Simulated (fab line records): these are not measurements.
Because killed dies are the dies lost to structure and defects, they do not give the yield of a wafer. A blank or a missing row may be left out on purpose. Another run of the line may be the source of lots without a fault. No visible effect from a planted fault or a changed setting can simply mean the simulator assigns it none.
Matching of chambers / flow n5 finfet / ald sin-02 running N5_MOL_CONTACT_COAG_ALD_133: 4 sister chambers
The step deposits SiO2, target thk 5 nm, pulse time 1 s, co reactant pulse time 1 s. 4 wafers are shown with their chamber, then 12 later ones without.

WAFERS PAIRED WITH THEIR CHAMBERS
wafer=L087.3; chamber=3; heater power w (W)=70
wafer=L087.4; chamber=2; heater power w (W)=89
wafer=L087.5; chamber=0; heater power w (W)=75
wafer=L087.6; chamber=1; heater power w (W)=73

WAFERS MISSING THEIR CHAMBER
wafer=L088.1; heater power w (W)=75
wafer=L088.4; heater power w (W)=89
wafer=L088.5; heater power w (W)=76
wafer=L089.1; heater power w (W)=77
wafer=L089.4; heater power w (W)=85
wafer=L089.6; heater power w (W)=87
wafer=L092.1; heater power w (W)=69
wafer=L092.2; heater power w (W)=75
wafer=L092.5; heater power w (W)=76
wafer=L096.4; heater power w (W)=70
wafer=L096.5; heater power w (W)=76
wafer=L096.6; heater power w (W)=70

CHAMBER TAKEN BY EACH
wafer=L088.1; from the rows above=can't be placed: 0 or 1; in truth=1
wafer=L088.4; from the rows above=2; in truth=2
wafer=L088.5; from the rows above=can't be placed: 0 or 1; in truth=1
wafer=L089.1; from the rows above=can't be placed: 0 or 1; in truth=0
wafer=L089.4; from the rows above=2; in truth=2
wafer=L089.6; from the rows above=2; in truth=2
wafer=L092.1; from the rows above=can't be placed: 3 or 1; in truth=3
wafer=L092.2; from the rows above=can't be placed: 0 or 1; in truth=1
wafer=L092.5; from the rows above=can't be placed: 0 or 1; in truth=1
wafer=L096.4; from the rows above=can't be placed: 3 or 1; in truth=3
wafer=L096.5; from the rows above=can't be placed: 0 or 1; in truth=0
wafer=L096.6; from the rows above=can't be placed: 3 or 1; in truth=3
3 of 12 placed correctly. Can't be placed from these rows: 9 (the true chamber is among the candidates in 9). Number placed wrongly: 0.
How it was worked out, from the rows above alone: a wafer's distance from a chamber is the root of the sum, over the readings, of the square of ((its reading less the chamber's mean) divided by the reading's scatter). The wafer belongs to the nearest chamber; if the next one is less than 2 further off, it can't be placed. The mean given for a chamber averages the wafers shown for that chamber. The scatter: root of mean squared gap, hidden wafer to nearest shown wafer, with one shown wafer a chamber.
